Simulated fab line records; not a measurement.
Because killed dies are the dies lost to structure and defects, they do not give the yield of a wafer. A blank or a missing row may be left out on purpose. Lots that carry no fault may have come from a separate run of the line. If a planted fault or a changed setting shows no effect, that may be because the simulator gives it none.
Matching of chambers -- flow n5_finfet -- N5_BEOL_M4_ETCH_64 on rie_diel-02: 4 sister chambers
The step etches SOC in N2/H2, target depth 75 nm, overetch 22.5 nm, time 121.9 s. 27 wafers are shown with their chamber, then 12 later ones without.

EACH WAFER AND ITS CHAMBER
wafer,chamber,drypump_motor_current_A (A),showerhead_plenum_p_Torr (Torr),oes_product_au (a.u.)
L074.2,3,5.5,2.61,0.71
L074.3,0,6.3,2.46,0.64
L074.6,1,6.1,2.51,0.53
L076.1,3,5.5,2.61,0.70
L076.3,2,5.9,2.64,0.56
L076.5,1,6.1,2.51,0.53
L078.2,3,5.5,2.61,0.71
L078.3,0,6.3,2.46,0.64
L078.6,0,6.3,2.46,0.65
L079.1,1,6.1,2.51,0.52
L079.4,3,5.5,2.60,0.69
L079.6,2,5.9,2.63,0.56
L080.1,0,6.4,2.45,0.63
L080.4,2,5.9,2.63,0.56
L080.5,3,5.5,2.60,0.68
L081.1,1,6.1,2.51,0.53
L081.4,3,5.5,2.60,0.68
L081.5,2,5.9,2.63,0.55
L085.3,1,6.1,2.50,0.52
L085.4,3,5.5,2.60,0.66
L085.5,3,5.5,2.60,0.66
L089.3,2,5.9,2.63,0.55
L089.5,2,5.9,2.63,0.54
L089.6,3,5.5,2.59,0.66
L090.1,1,6.1,2.50,0.51
L090.5,1,6.1,2.50,0.52
L090.6,0,6.3,2.45,0.62

SIGNATURES (averages over the wafers above)
reading,chamber 0,chamber 1,chamber 2,chamber 3,scatter within a chamber
drypump_motor_current_A,6.320,6.100,5.900,5.500,0.0187
showerhead_plenum_p_Torr,2.4560,2.5057,2.6317,2.6022,0.00563
oes_product_au,0.6360,0.5229,0.5533,0.6833,0.0141
Rule: for each reading, subtract the chamber's mean from the wafer's reading, divide by that reading's scatter and square the result; add these up over the readings and take the root, which gives the wafer's distance from the chamber. If the next closest chamber is less than 2 further off than the closest, the wafer can't be placed; otherwise it belongs to the closest. The scatter is the square root of a quotient: the sum, over the shown wafers, of each reading's squared deviation from its chamber's mean, divided by wafers minus chambers.

WAFERS MISSING THEIR CHAMBER
wafer,drypump_motor_current_A (A),showerhead_plenum_p_Torr (Torr),oes_product_au (a.u.)
L087.2,5.9,2.63,0.55
L087.3,5.5,2.59,0.64
L087.5,6.0,2.50,0.51
L093.1,5.9,2.62,0.55
L093.3,6.4,2.44,0.61
L093.5,5.5,2.59,0.64
L095.3,5.5,2.59,0.64
L095.4,6.4,2.44,0.61
L095.6,5.9,2.62,0.54
L097.3,6.3,2.44,0.61
L097.5,6.1,2.50,0.73
L097.6,5.9,2.62,0.54

CHAMBER TAKEN BY EACH
wafer,from the rows above,in truth
L087.2,2,2
L087.3,3,3
L087.5,1,1
L093.1,2,2
L093.3,0,0
L093.5,3,3
L095.3,3,3
L095.4,0,0
L095.6,2,2
L097.3,0,0
L097.5,can't be placed: 1 or 0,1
L097.6,2,2
Correctly placed: 11 of 12. Not placeable from these rows: 1 (in 1, the candidates include the true chamber). Number placed wrongly: 0.
